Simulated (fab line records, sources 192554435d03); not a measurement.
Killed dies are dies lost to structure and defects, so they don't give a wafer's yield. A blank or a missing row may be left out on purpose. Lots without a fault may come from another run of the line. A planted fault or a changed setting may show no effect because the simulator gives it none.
A struck lot beside a sound one | flow n5_finfet | 37 steps out of a route of 1938
Sound: wafers L711.2, L711.4, L711.5. Struck: wafers L720.4, L720.5, L720.6. The cause comes at the end.
At each step with rows: each side's tool, then ch and its chambers, then its first start. Under that, the readings that differ: sound wafers | struck wafers | difference of the means | sigmas: that difference in standard deviations of wafers without a fault.
alike: readings whose means differ by less than 2 such deviations, and words and numbers that are the same on both sides. not compared: withheld readings, readings that some wafer has no value for, bounds like >300 that may hide the same value, and numbers for which the record gives no deviation and whose values overlap.
The two part at a step that has a row with sigmas, a row that says differs or no value, or rows on one side only. Numbers that don't overlap but have no deviation are shown without sigmas and don't part them. A reading that every wafer of one side lacks parts them only if that side has two wafers or more.

first, 9 steps without rows for these wafers: N5_BEOL_M4_ANNEAL_95 (time 240 s); N5_BEOL_M4_SPUTTER_96 (material Cu, target thk 4.5 nm, time 8.29 s); N5_BEOL_M4_ECD_50 (material Cu, target thk 300 nm); N5_BEOL_M4_ANNEAL_51 (time 90 s); N5_BEOL_M4_CMP_52 (polishes, stops on SiOC, t overpolish 6.8 s, target thk 40 nm); N5_BEOL_M4_PRE_CLEAN_60 (time 15 s); N5_BEOL_M4_CO_CAP_55 (material Co, precursor CCTBA/H2, target thk 2 nm, time 102.1 s); N5_BEOL_M4_PRE_CLEAN_56 (time 15 s); N5_BEOL_M4_DEP_57 (deposits SiCN from 3MS/NH3, target thk 8 nm, time 14 s).
N5_BEOL_M4_RC_MEAS_101:
  sound on prober-01 ch 0, day 8 03:08; struck on prober-01 ch 0, day 10 05:58
  alike: DIBL_N, DIBL_P, IOFF_N, IOFF_P, ION_N, ION_P, SS_N, SS_P, VT_N, VT_P
then, 24 steps without rows for these wafers: N5_BEOL_M5_ILD_DEP_00 (deposits SiCOH lowk from DEMS/porogen, target thk 140.64 nm, time 25.9 s); N5_BEOL_M5_CURE_79 (cures SiCOH lowk, time 240 s); N5_BEOL_M5_PECVD_70 (deposits SiO2 from TEOS/O2, target thk 16 nm, time 18 s); N5_BEOL_M5_HM_DEP_02 (deposits TiN, target thk 20 nm); N5_BEOL_M5_COAT_59 (time 60 s, resist thk 60 nm); N5_BEOL_M5_COAT_60 (time 60 s, resist thk 12 nm); N5_BEOL_M5_COAT_71 (time 60 s, resist thk 5 nm); N5_BEOL_M5_COAT_05 (resist thk 30 nm); N5_BEOL_M5_EBR_07; N5_BEOL_M5_SOFTBAKE_06 (time 60 s); N5_BEOL_M5_EXPOSE_08 (exposes mask M5, target cd 28 nm); N5_BEOL_M5_PEB_09 (peb time 60 s); N5_BEOL_M5_DEVELOP_10 (develop time 30 s); N5_BEOL_M5_DESCUM_16 (chemistry O2, time 7 s); N5_BEOL_M5_ETCH_72 (etches underlayer in N2/H2, target depth 6.5 nm, time 5.2 s); N5_BEOL_M5_ETCH_61 (etches SiARC in CF4, target depth 15.6 nm, time 26 s); N5_BEOL_M5_ETCH_62 (etches SOC in N2/H2, target depth 75 nm, overetch 15 nm, time 112.5 s); N5_BEOL_M5_STRIP_63 (strips in N2/H2); N5_BEOL_M5_STRIP_73 (strips in N2/H2); N5_BEOL_M5_STRIP_64 (strips in CF4); N5_BEOL_M5_HM_OPEN_17 (chemistry Cl2/BCl3, target TiN, target depth 20 nm, overetch 6 nm); N5_BEOL_M5_STRIP_19 (strips in O2); N5_BEOL_M5_COAT_65 (time 60 s, resist thk 60 nm); N5_BEOL_M5_COAT_66 (time 60 s, resist thk 12 nm).
-- the record jumps here: 2 days lie between the struck wafers' starts before and after (it left off in module BEOL_M5 and takes up again in module BEOL_M11, whose first step shown is number 1573 of the route) --
N5_BEOL_M11_ETCH_66: etches SOC in N2/H2, target depth 120 nm, overetch 24 nm, time 180 s.
  sound on rie_diel-01 ch 0,2, day 10 12:47; struck on rie_diel-02 ch 0,1,2, day 12 16:55
  no value came back on the struck wafers for any of 7 readings (bias_w (W), chamber_pressure_mTorr (mTorr) and others); on the sound wafers bias_w (W) reads 149.9 150.2 151.0
  reading                                       | sound          | struck         | difference | sigmas
  model.CAR-ArF_of_BEOL_M11_COAT_22.thk_nm (nm) | 0 0 0          | 56.2 55.4 55.8 | +55.8      |
  model.SiARC_of_BEOL_M11_COAT_64.thk_nm (nm)   | 22.4 22.8 22.8 | 30 30 30       | +7         |
  not compared: rf_hours_counter_h
N5_BEOL_M11_VIA_ETCH_34: etches SiCOH lowk in C4F6/O2, target depth 184.5 nm, time 69.2 s.
  sound on rie_diel-01 ch 0,2, day 10 12:55; struck on rie_diel-02 ch 0,1,2, day 12 17:02
  reading               | sound          | struck         | difference | sigmas
  oes_product_au (a.u.) | 0.82 0.70 0.70 | 0.26 0.27 0.33 | -0.45      | -5
  alike: C4F6_flow_sccm, O2_flow_sccm, drypump_motor_current_A, mfc_ar_sccm, rf_vpp_V, showerhead_plenum_p_Torr, throttle_valve_pct
  not compared: rf_hours_counter_h
N5_PASSIVATION_PROBE_49:
  the record has rows for the struck wafers here (prober-02, day 14 08:12) and none for the sound ones

WHERE THEY PART
First at N5_BEOL_M11_ETCH_66; last, within this record, at N5_PASSIVATION_PROBE_49.

WHY: what the simulator had put in
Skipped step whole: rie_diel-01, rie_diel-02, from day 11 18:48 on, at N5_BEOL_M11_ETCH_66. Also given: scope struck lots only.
